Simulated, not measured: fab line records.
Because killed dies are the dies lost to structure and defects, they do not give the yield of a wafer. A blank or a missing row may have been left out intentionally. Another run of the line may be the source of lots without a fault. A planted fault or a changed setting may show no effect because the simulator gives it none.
fab line records	flow n5Finfet
record lots=7	wafers=21
route steps=1938 shown WELL_APT@25 PMOS_HMC_CHANNEL_EPI@69 FIN_SAQP@108 DUMMY_GATE@224 SD_EPI_P@321 SD_ACTIVATION@330 SDB@350
startH: start of the lot's first displayed wafer, in hours after the record's first day	waitH: hours from the lot's prior step to this one	" the same as in the row above	L1.1+2: one row covering several wafers at once	- either no value or no given start	* or withheld: withheld	< > ~ a bound
route shown NAME@n: names a module that has steps shown in the file, with the first one's number in the route	usual: the fault-free wafers' mean and standard deviation	same: alike in all rows	chamber/n: place in a boat	sites: readings site by site	_std_site: standard deviation of those values	_edge_site: outer sites' mean less inner sites'	radiusMm: how far each site lies from the wafer's centre	mask NAME#n: copy n	behind: the last tool/chamber to shape the wafer	hold: cause of the lot's hold/its duration in hours/its outcome	device: transistor that didn't switch, given as n, p or np	end of line: at the end of the route, the tests of the same wafers	where a step has no rows: the recipe by itself	killed: dies that structure and defects cost at the first sort, which is not the same as the wafer's yield	map: per-die view of a wafer (x killed, . not killed, _ where there is no die)
set.NAME: setting as actually run; set.NAME@STEP: the setting as run at that earlier step	model.NAME: the simulator's own value behind a step, which no gauge read
lots with deliberately changed settings; one table per step, one row per wafer
## steps
# step N5_WELL_APT_PEB_06
# recipe pebTempC=130	pebTimeS=90
lot.wafer	tool	chamber	startH	waitH	set.pebTimeS
L074.2+4+5	lithoTrack-03	0	13.59	0.0	90
L080.2+3	lithoTrack-01	0	49.51	0.0	90
L080.6	"	0	"	"	106.4
L083.2+6	lithoTrack-03	0	67.44	0.0	102.7
L083.5	"	0	"	"	90
L084.1+2	lithoTrack-03	0	73.45	0.1	90
L084.3	"	0	"	"	72.56
L087.2	lithoTrack-01	0	91.45	0.0	90
L087.4+5	"	0	"	"	84.92
L092.2+4+6	lithoTrack-02	0	122.95	0.0	90
L094.1	lithoTrack-03	0	133.91	0.1	90
L094.4+5	"	0	"	"	102.3
# step N5_WELL_APT_DEVELOP_07
# recipe developTimeS=45	rinseLiquid=surfactantRinse	dry=airSpin	devTempC=21
# step N5_WELL_APT_HARDBAKE_12
# recipe tempC=130	timeS=120
# step N5_WELL_APT_CD_MEAS_08
# recipe targetCdNm=200	landingEnergyEv=500	detector=seInlens
# usual cdNm=199.9/2
lot.wafer	tool	chamber	startH	waitH	set.pebTimeS@WELL_APT_PEB_06	cdNm
L074.2	cdSem-02	0	13.70	-	90	202.1
L074.4	"	0	"	"	90	201.4
L074.5	"	0	"	"	90	203.1
L080.2	cdSem-01	0	49.62	-	90	199.1
L080.3	"	0	"	"	90	198.7
L080.6	"	0	"	"	106.4	205.4
L083.2	cdSem-01	0	67.56	-	102.7	204.1
L083.5	"	0	"	"	90	200.5
L083.6	"	0	"	"	102.7	205.1
L084.1	cdSem-01	0	73.57	-	90	199.3
L084.2	"	0	"	"	90	199.9
L084.3	"	0	"	"	72.56	192.9
L087.2	cdSem-01	0	91.56	-	90	202.2
L087.4	"	0	"	"	84.92	198.0
L087.5	"	0	"	"	84.92	197.7
L092.2	cdSem-03	0	123.06	-	90	196.7
L092.4	"	0	"	"	90	198.6
L092.6	"	0	"	"	90	197.9
L094.1	cdSem-03	0	134.03	-	90	199.7
L094.4	"	0	"	"	102.3	206.9
L094.5	"	0	"	"	102.3	204.3
# step N5_WELL_APT_DESCUM_13
# recipe chemistry=O2	timeS=7.9	sourcePowerW=50	biasPowerW=20	pressureMtorr=20	rfFrequencyHz=2.712e+07	tempC=40	o2FlowSccm=225
lot.wafer	tool	chamber	startH	waitH	set.pebTimeS@WELL_APT_PEB_06	model.WELL_APT.cdNm
L074.2	rieDiel-01	1	13.79	0.0	90	201.7
L074.4	"	2	"	"	90	201.6
L074.5	"	2	"	"	90	203.3
L080.2	rieDiel-05	0	49.71	0.0	90	199.4
L080.3	"	2	"	"	90	198.5
L080.6	"	2	"	"	106.4	205.4
L083.2	rieDiel-01	0	68.40	0.8	102.7	203.9
L083.5	"	1	"	"	90	200.5
L083.6	"	0	"	"	102.7	204.6
L084.1	rieDiel-05	2	73.66	0.0	90	199.6
L084.2	"	0	"	"	90	199.7
L084.3	"	1	"	"	72.56	192.9
L087.2	rieDiel-01	1	92.19	0.6	90	202.4
L087.4	"	3	"	"	84.92	198.2
L087.5	"	1	"	"	84.92	197.5
L092.2	rieDiel-01	1	123.15	0.0	90	196.4
L092.4	"	2	"	"	90	198.5
L092.6	"	0	"	"	90	197.8
L094.1	rieDiel-01	2	134.37	0.3	90	199.5
L094.4	"	0	"	"	102.3	206.8
L094.5	"	2	"	"	102.3	204.5
# step N5_WELL_APT_COAT_19
# recipe spinRpm=1357	resistThkNm=950
lot.wafer	tool	chamber	startH	waitH	set.spinRpm	model.coat_of_WELL_APT_COAT_19.thkNm
L074.2	lithoTrack-01	0	-	-	1357	950.4
L074.4	"	0	"	"	1357	949
L074.5	"	0	"	"	1357	951.6
L080.2	lithoTrack-01	0	-	-	1357	946.7
L080.3	"	0	"	"	1357	947
L080.6	"	0	"	"	1477	907.6
L083.2	lithoTrack-02	0	-	-	1250	987.9
L083.5	"	0	"	"	1250	986.1
L083.6	"	0	"	"	1250	988.6
L084.1	lithoTrack-01	0	-	-	1357	948.1
L084.2	"	0	"	"	1268	982.8
L084.3	"	0	"	"	1268	984.6
L087.2	lithoTrack-03	0	-	-	1357	954.6
L087.4	"	0	"	"	1357	953.7
L087.5	"	0	"	"	1357	957.4
L092.2+6	lithoTrack-03	0	-	-	1357	951.3
L092.4	"	0	"	"	1357	950.5
L094.1	lithoTrack-03	0	-	-	1357	950.2
L094.4	"	0	"	"	1357	950.6
L094.5	"	0	"	"	1357	948.6
# step N5_PMOS_HMC_CHANNEL_EPI_ETCH_32
# recipe chemistry=N2/H2	target=BARC	stopOn=SiO2	targetDepthA=858	overEtchFrac=0.3	timeS=50.3	ionEnergyEv=200	maskMaterial=CAR-ArF-block	pressureMtorr=30	sourceW=840	biasW=150	n2FlowSccm=200	h2FlowSccm=200
# usual rfVppV=523.8/2.5
lot.wafer	tool	chamber	startH	waitH	set.biasW	rfVppV
L074.2	rieDiel-02	0	17.22	0.0	150	521.4
L074.4	"	2	"	"	150	527.6
L074.5	"	2	"	"	150	526.0
L080.2	rieDiel-02	3	53.07	0.0	150	525.7
L080.3	"	1	"	"	150	524.8
L080.6	"	3	"	"	150	525.6
L083.2	rieDiel-04	2	71.70	0.0	136.4	496.4
L083.5	"	0	"	"	150	518.7
L083.6	"	3	"	"	136.4	495.5
L084.1	rieDiel-02	1	77.64	0.0	150	523.9
L084.2	"	3	"	"	150	525.8
L084.3	"	0	"	"	158.7	539.6
L087.2	rieDiel-02	1	96.28	0.0	141.2	505.2
L087.4	"	1	"	"	141.2	505.2
L087.5	"	0	"	"	150	521.8
L092.2	rieDiel-06	2	127.03	0.0	150	525.9
L092.4	"	1	"	"	150	520.3
L092.6	"	1	"	"	150	519.0
L094.1	rieDiel-02	3	137.95	0.0	150	525.5
L094.4	"	1	"	"	150	523.3
L094.5	"	1	"	"	150	523.7
# step N5_FIN_SAQP_EXPOSE_13
# recipe maskId=FIN_CORE	na=1.35	sourceShape=dipole	sigmaInner=0.538	sigmaOuter=0.738	polarization=te	targetCdNm=35.6	doseMj=63.25
lot.wafer	tool	chamber	startH	waitH	mask	set.doseMj
L074.2+4+5	arfiScanner-01	0	21.12	-	FIN_CORE#0	63.25
L080.2+3+6	arfiScanner-02	0	57.95	-	FIN_CORE#0	63.25
L083.2+5+6	arfiScanner-03	0	75.64	-	FIN_CORE#0	63.25
L084.1+2+3	arfiScanner-03	0	81.64	-	FIN_CORE#0	63.25
L087.2+5	arfiScanner-01	0	100.48	-	FIN_CORE#0	63.25
L087.4	"	0	"	"	FIN_CORE#0	59.78
L092.2+6	arfiScanner-03	0	131.02	-	FIN_CORE#0	66.47
L092.4	"	0	"	"	FIN_CORE#0	63.25
L094.1+4+5	arfiScanner-01	0	142.11	-	FIN_CORE#0	63.25
# step N5_FIN_SAQP_PEB_14
# recipe pebTempC=withheld	pebTimeS=60	resist=CAR-ArF
# step N5_FIN_SAQP_DEVELOP_15
# recipe developTimeS=30	developer=TMAH	resist=CAR-ArF	devTempC=23	rinseLiquid=diw	dry=airSpin
# step N5_FIN_SAQP_CD_MEAS_16
# recipe targetCdNm=35.6	landingEnergyEv=500	detector=seInlens
# usual cdNm=35.8/0.32
lot.wafer	tool	chamber	startH	waitH	set.doseMj@FIN_SAQP_EXPOSE_13	cdNm
L074.2	cdSem-02	0	21.24	-	63.25	35.7
L074.4	"	0	"	"	63.25	35.8
L074.5	"	0	"	"	63.25	35.2
L080.2	cdSem-03	0	58.08	-	63.25	36.1
L080.3	"	0	"	"	63.25	36.2
L080.6	"	0	"	"	63.25	36.4
L083.2	cdSem-03	0	75.76	-	63.25	35.8
L083.5	"	0	"	"	63.25	35.6
L083.6	"	0	"	"	63.25	36.2
L084.1	cdSem-03	0	81.77	-	63.25	35.9
L084.2	"	0	"	"	63.25	35.5
L084.3	"	0	"	"	63.25	36.0
L087.2	cdSem-02	0	100.60	-	63.25	36.1
L087.4	"	0	"	"	59.78	38.0
L087.5	"	0	"	"	63.25	36.3
L092.2	cdSem-02	0	131.15	-	66.47	34.5
L092.4	"	0	"	"	63.25	36.6
L092.6	"	0	"	"	66.47	34.7
L094.1	cdSem-03	0	142.24	-	63.25	35.8
L094.4	"	0	"	"	63.25	35.8
L094.5	"	0	"	"	63.25	35.6
# step N5_DUMMY_GATE_COAT_28
# recipe resist=underlayer	tempC=205	timeS=60	spinRpm=1500	resistThkNm=10
lot.wafer	tool	chamber	startH	waitH	set.spinRpm	model.underlayer_of_DUMMY_GATE_COAT_28.thkNm
L074.2+4+5	lithoTrack-03	0	-	-	1500	10
L080.2+3	lithoTrack-04	0	-	-	1500	10
L080.6	"	0	"	"	1343	10.6
L083.2+5	lithoTrack-05	0	-	-	1585	9.8
L083.6	"	0	"	"	1500	10
L084.1	lithoTrack-03	0	-	-	1500	10
L084.2+3	"	0	"	"	1447	10.2
L087.2+4	lithoTrack-05	0	-	-	1620	9.6
L087.5	"	0	"	"	1500	10
L092.2+4+6	lithoTrack-05	0	-	-	1500	10
L094.1	lithoTrack-05	0	-	-	1500	10
L094.4+5	"	0	"	"	1429	10.2
# step N5_DUMMY_GATE_EXPOSE_12
# recipe maskId=GATE	na=0.33	sourceShape=annular	sigmaInner=0.2	sigmaOuter=0.6	polarization=unpolarized	targetCdNm=25	doseMj=34
lot.wafer	tool	chamber	startH	waitH	mask	set.doseMj
L074.2+4+5	euvScanner-01	0	50.23	-	GATE#0	34
L080.2	euvScanner-01	0	81.92	-	GATE#0	34
L080.3+6	"	0	"	"	GATE#0	36.07
L083.2+5+6	euvScanner-01	0	100.22	-	GATE#0	34
L084.1+2+3	euvScanner-02	0	105.21	-	GATE#0	34
L087.2+4+5	euvScanner-02	0	130.53	-	GATE#0	34
L092.2	euvScanner-01	0	155.25	-	GATE#0	32.85
L092.4+6	"	0	"	"	GATE#0	34
L094.1+4	euvScanner-02	0	165.73	-	GATE#0	32.26
L094.5	"	0	"	"	GATE#0	34
# step N5_DUMMY_GATE_PEB_13
# recipe pebTempC=100	pebTimeS=60	resist=CAR-EUV
# step N5_DUMMY_GATE_DEVELOP_14
# recipe developTimeS=30	developer=TMAH	resist=CAR-EUV	rinseLiquid=surfactantRinse	dry=airSpin	devTempC=23
# step N5_DUMMY_GATE_CD_MEAS_15
# recipe targetCdNm=25.8	landingEnergyEv=500	detector=seInlens
# usual cdNm=24.92/0.26
lot.wafer	tool	chamber	startH	waitH	set.doseMj@DUMMY_GATE_EXPOSE_12	cdNm
L074.2	cdSem-03	0	50.36	-	34	25.40
L074.4	"	0	"	"	34	25.27
L074.5	"	0	"	"	34	24.96
L080.2	cdSem-01	0	82.04	-	34	25.16
L080.3	"	0	"	"	36.07	23.63
L080.6	"	0	"	"	36.07	23.81
L083.2	cdSem-01	0	100.34	-	34	24.75
L083.5	"	0	"	"	34	24.94
L083.6	"	0	"	"	34	25.03
L084.1	cdSem-02	0	105.34	-	34	24.70
L084.2	"	0	"	"	34	24.60
L084.3	"	0	"	"	34	24.65
L087.2	cdSem-01	0	130.66	-	34	24.67
L087.4	"	0	"	"	34	25.00
L087.5	"	0	"	"	34	24.64
L092.2	cdSem-01	0	155.37	-	32.85	25.48
L092.4	"	0	"	"	34	25.39
L092.6	"	0	"	"	34	25.43
L094.1	cdSem-03	0	165.86	-	32.26	25.43
L094.4	"	0	"	"	32.26	25.85
L094.5	"	0	"	"	34	24.78
# step N5_SD_EPI_P_EPI_21
# recipe material=SiGe:B	dopant=B	tempC=550	pressureTorr=20	ambient=H2	timeS=355
lot.wafer	tool	chamber	startH	waitH	set.tempC	model.SiGe-B_of_SD_EPI_P_EPI_21.thkNm
L074.2	epiRpcvd-02	0	60.05	0.5	550	60.4
L074.4	"	0	"	"	550	60
L074.5	"	0	"	"	550	60.8
L080.2	epiRpcvd-02	0	90.75	0.5	550	60.2
L080.3	"	0	"	"	550	61.2
L080.6	"	0	92.19	1.8	550	60
L083.2	epiRpcvd-01	0	110.75	0.5	550	62.4
L083.5	"	0	111.83	1.5	553	66.2
L083.6	"	0	"	"	553	65.8
L084.1	epiRpcvd-04	0	113.71	0.1	551.9	64.8
L084.2	"	0	"	"	551.9	63.6
L084.3	"	0	"	"	550	62.2
L087.2	epiRpcvd-02	0	140.04	0.6	547.4	58.4
L087.4	"	0	"	"	550	61.4
L087.5	"	0	"	"	550	61
L092.2	epiRpcvd-01	0	164.61	0.5	550	62.2
L092.4	"	0	"	"	550	62
L092.6	"	0	"	"	548	58.6
L094.1	epiRpcvd-02	0	175.94	0.2	550	60.6
L094.4	"	0	177.38	1.5	547.4	56.4
L094.5	"	0	"	"	547.4	57
# step N5_SD_EPI_P_HM_STRIP_48
# recipe chemistry=H3PO4	tempC=160	material=SiNx	target=SiNx	targetDepthA=30	overetchFraction=0.3
lot.wafer	tool	chamber	startH	waitH	set.tempC@SD_EPI_P_EPI_21	model.SiGe-B_of_SD_EPI_P_EPI_21.thkNm
L074.2	wetBench-04	7	61.94	0.0	550	60.2
L074.4	"	2	"	"	550	59.8
L074.5	"	6	"	"	550	60.4
L080.2	wetBench-05	0	92.62	0.0	550	60
L080.3	"	7	"	"	550	61
L080.6	"	6	"	"	550	59.8
L083.2	wetBench-05	7	112.62	0.0	550	62
L083.5	"	6	"	"	553	65.8
L083.6	"	4	"	"	553	65.6
L084.1	wetBench-03	3	115.95	0.0	551.9	64.6
L084.2	"	7	"	"	551.9	63.4
L084.3	"	6	"	"	550	62
L087.2	wetBench-04	5	142.51	0.0	547.4	58
L087.4	"	2	"	"	550	61.2
L087.5	"	6	"	"	550	60.6
L092.2	wetBench-03	0	166.48	0.0	550	62
L092.4	"	2	"	"	550	61.6
L092.6	"	6	"	"	548	58.4
L094.1	wetBench-03	4	178.89	0.0	550	60.4
L094.4	"	2	"	"	547.4	56
L094.5	"	3	"	"	547.4	56.8
# step N5_SD_EPI_P_SRD_49
# recipe dry=ipaMarangoni	timeS=30	tempC=23	rinseLiquid=diw
# step N5_SD_EPI_P_PRECLEAN_24
# recipe chemistry=O3/DIW	timeS=45	tempC=22	o3Ppm=10
# step N5_SD_ACTIVATION_RTA_00
# recipe tempC=975	timeS=0	ambient=N2	idleTempC=600	rampUpCPerS=150	rampDownCPerS=60	coolToC=600
# step N5_SD_ACTIVATION_LSA_01
# recipe tempC=1080	timeS=0.0008	ambient=N2
# step N5_SD_ACTIVATION_RS_MEAS_03
# recipe thkMeasGauge=four-point-probe
# usual RS_SD_N=21.83/0.26	RS_SD_P=55.9/1.1
lot.wafer	tool	chamber	startH	waitH	set.tempC@SD_EPI_P_EPI_21	RS_SD_N[ohm/sq]	RS_SD_P[ohm/sq]
L074.2	filmMetro-02	-	62.57	0.2	550	22.04	56.7
L074.4	"	-	"	"	550	21.80	57.3
L074.5	"	-	"	"	550	21.72	56.6
L080.2	filmMetro-01	-	93.21	0.2	550	22.29	56.9
L080.3	"	-	"	"	550	21.75	56.3
L080.6	"	-	"	"	550	21.94	57.8
L083.2	filmMetro-02	-	113.21	0.2	550	21.99	55.8
L083.5	"	-	"	"	553	21.56	52.1
L083.6	"	-	"	"	553	21.76	53.5
L084.1	filmMetro-02	-	116.53	0.2	551.9	21.95	51.3
L084.2	"	-	"	"	551.9	22.02	52.7
L084.3	"	-	"	"	550	21.87	54.4
L087.2	filmMetro-01	-	143.30	0.2	547.4	22.25	58.1
L087.4	"	-	"	"	550	21.86	54.7
L087.5	"	-	"	"	550	21.99	54.9
L092.2	filmMetro-01	-	167.07	0.2	550	21.85	54.0
L092.4	"	-	"	"	550	21.77	54.0
L092.6	"	-	"	"	548	22.09	57.4
L094.1	filmMetro-02	-	179.46	0.2	550	21.81	56.3
L094.4	"	-	"	"	547.4	21.80	60.3
L094.5	"	-	"	"	547.4	21.58	59.8
# step N5_SDB_COAT_05
# recipe resist=CAR-ArF	spinRpm=1500	resistThkNm=90
lot.wafer	tool	chamber	startH	waitH	set.spinRpm	model.CAR-ArF_of_SDB_COAT_05.thkNm
L074.2+4+5	lithoTrack-03	0	-	-	1500	90
L080.2+3+6	lithoTrack-03	0	-	-	1500	89.8
L083.2	lithoTrack-04	0	-	-	1500	90
L083.5+6	"	0	"	"	1627	86.4
L084.1	lithoTrack-04	0	-	-	1565	88.2
L084.2	"	0	"	"	1500	90.2
L084.3	"	0	"	"	1500	90
L087.2	lithoTrack-04	0	-	-	1414	92.6
L087.4	"	0	"	"	1500	90.2
L087.5	"	0	"	"	1500	89.6
L092.2+4+6	lithoTrack-02	0	-	-	1500	89.6
L094.1	lithoTrack-03	0	-	-	1594	87.6
L094.4+5	"	0	"	"	1500	90
# step N5_SDB_EXPOSE_08
# recipe maskId=SDB	na=1.35	sourceShape=conventional	sigmaOuter=0.5	polarization=unpolarized	doseMj=49.6
lot.wafer	tool	chamber	startH	waitH	mask	set.doseMj
L074.2+4+5	arfiScanner-01	0	69.96	-	SDB#0	49.6
L080.2	arfiScanner-03	0	100.01	-	SDB#0	46.37
L080.3+6	"	0	"	"	SDB#0	49.6
L083.2+5	arfiScanner-01	0	120.10	-	SDB#0	50.81
L083.6	"	0	"	"	SDB#0	49.6
L084.1+3	arfiScanner-02	0	123.47	-	SDB#0	49.6
L084.2	"	0	"	"	SDB#0	50.87
L087.2+4+5	arfiScanner-02	0	150.41	-	SDB#0	49.6
L092.2+6	arfiScanner-02	0	174.21	-	SDB#0	49.6
L092.4	"	0	"	"	SDB#0	50.66
L094.1+4	arfiScanner-01	0	186.75	-	SDB#0	50.97
L094.5	"	0	"	"	SDB#0	49.6
# step N5_SDB_PEB_09
# recipe pebTempC=withheld	pebTimeS=60	resist=CAR-ArF
# step N5_SDB_DEVELOP_10
# recipe developTimeS=30	developer=TMAH	resist=CAR-ArF	rinseLiquid=diw	dry=airSpin	devTempC=23
# step N5_SDB_CD_MEAS_11
# recipe targetCdNm=50	landingEnergyEv=500	detector=seInlens	polarity=opening
# usual cdNm=49.5/1.1
lot.wafer	tool	chamber	startH	waitH	set.doseMj@SDB_EXPOSE_08	cdNm
L074.2	cdSem-02	0	70.08	-	49.6	49.9
L074.4	"	0	"	"	49.6	49.3
L074.5	"	0	"	"	49.6	48.5
L080.2	cdSem-02	0	100.13	-	46.37	41.1
L080.3	"	0	"	"	49.6	49.2
L080.6	"	0	"	"	49.6	46.9
L083.2	cdSem-01	0	120.22	-	50.81	52.1
L083.5	"	0	"	"	50.81	54.0
L083.6	"	0	"	"	49.6	50.8
L084.1	cdSem-02	0	123.60	-	49.6	51.0
L084.2	"	0	"	"	50.87	52.1
L084.3	"	0	"	"	49.6	48.9
L087.2	cdSem-01	0	150.53	-	49.6	49.3
L087.4	"	0	"	"	49.6	48.9
L087.5	"	0	"	"	49.6	48.7
L092.2	cdSem-01	0	174.33	-	49.6	48.0
L092.4	"	0	"	"	50.66	52.7
L092.6	"	0	"	"	49.6	48.5
L094.1	cdSem-02	0	186.88	-	50.97	53.9
L094.4	"	0	"	"	50.97	52.3
L094.5	"	0	"	"	49.6	48.8
# step N5_SDB_DESCUM_16
# recipe chemistry=O2	timeS=7.9	sourcePowerW=50	biasPowerW=20	pressureMtorr=20	rfFrequencyHz=2.712e+07	tempC=40	resist=CAR-ArF	o2FlowSccm=225
# step N5_SDB_ETCH_17
# recipe chemistry=CF4	target=SiARC	targetDepthA=234	maskMaterial=CAR-ArF	timeS=39	ionEnergyEv=80	pressureMtorr=40	sourceW=545	biasW=36	Ar_flow_sccm=100	cf4FlowSccm=100	ends=cleared
lot.wafer	tool	chamber	startH	waitH	set.spinRpm@SDB_COAT_05	model.CAR-ArF_of_SDB_COAT_05.thkNm
L074.2+4	rieDiel-01	1,3	70.74	0.0	1500	66.6
L074.5	"	2	"	"	1500	66.8
L080.2+3+6	rieDiel-01	1,0,1	101.66	0.0	1500	66.4
L083.2	rieDiel-05	3	120.34	0.0	1500	66.8
L083.5	"	0	"	"	1627	63.2
L083.6	"	1	"	"	1627	62.8
L084.1	rieDiel-03	0	123.72	0.0	1565	64.8
L084.2	"	2	"	"	1500	67
L084.3	"	3	"	"	1500	66.6
L087.2	rieDiel-03	3	150.65	0.0	1414	69.4
L087.4	"	2	"	"	1500	66.8
L087.5	"	0	"	"	1500	66.2
L092.2+4+6	rieDiel-05	1,3,1	174.45	0.0	1500	66.2
L094.1	rieDiel-05	3	187.00	0.0	1594	64.2
L094.4	"	1	"	"	1500	66.4
L094.5	"	2	"	"	1500	66.6
## key
split step=N5_WELL_APT_PEB_06	setting=pebTimeS	stated=90	by=wafer
response step=N5_WELL_APT_CD_MEAS_08	reading=cdNm	change=+0.364	per=1%	r=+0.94
response step=N5_WELL_APT_DESCUM_13	reading=model.WELL_APT.cdNm	change=+0.366	per=1%	r=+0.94
split step=N5_WELL_APT_COAT_19	setting=spinRpm	stated=1357	by=wafer
response step=N5_WELL_APT_COAT_19	reading=model.coat_of_WELL_APT_COAT_19.thkNm	change=-4.79	per=1%	r=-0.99
split step=N5_PMOS_HMC_CHANNEL_EPI_ETCH_32	setting=biasW	stated=150	by=wafer
response step=N5_PMOS_HMC_CHANNEL_EPI_ETCH_32	reading=rfVppV	change=+2.59	per=1%	r=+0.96
split step=N5_FIN_SAQP_EXPOSE_13	setting=doseMj	stated=63.25	by=wafer
response step=N5_FIN_SAQP_CD_MEAS_16	reading=cdNm	change=-0.359	per=1%	r=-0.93
split step=N5_DUMMY_GATE_COAT_28	setting=spinRpm	stated=1500	by=wafer
response step=N5_DUMMY_GATE_COAT_28	reading=model.underlayer_of_DUMMY_GATE_COAT_28.thkNm	change=-0.051	per=1%	r=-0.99
split step=N5_DUMMY_GATE_EXPOSE_12	setting=doseMj	stated=34	by=wafer
response step=N5_DUMMY_GATE_CD_MEAS_15	reading=cdNm	change=-0.179	per=1%	r=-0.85
split step=N5_SD_EPI_P_EPI_21	setting=tempC	stated=550	by=wafer
response step=N5_SD_EPI_P_EPI_21	reading=model.SiGe-B_of_SD_EPI_P_EPI_21.thkNm	change=+7.12	per=1%	r=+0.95
response step=N5_SD_EPI_P_HM_STRIP_48	reading=model.SiGe-B_of_SD_EPI_P_EPI_21.thkNm	change=+7.24	per=1%	r=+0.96
response step=N5_SD_ACTIVATION_RS_MEAS_03	reading=RS_SD_P	change=-7.13	per=1%	r=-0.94
split step=N5_SDB_COAT_05	setting=spinRpm	stated=1500	by=wafer
response step=N5_SDB_COAT_05	reading=model.CAR-ArF_of_SDB_COAT_05.thkNm	change=-0.426	per=1%	r=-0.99
response step=N5_SDB_ETCH_17	reading=model.CAR-ArF_of_SDB_COAT_05.thkNm	change=-0.442	per=1%	r=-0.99
split step=N5_SDB_EXPOSE_08	setting=doseMj	stated=49.6	by=wafer
response step=N5_SDB_CD_MEAS_11	reading=cdNm	change=+1.15	per=1%	r=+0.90
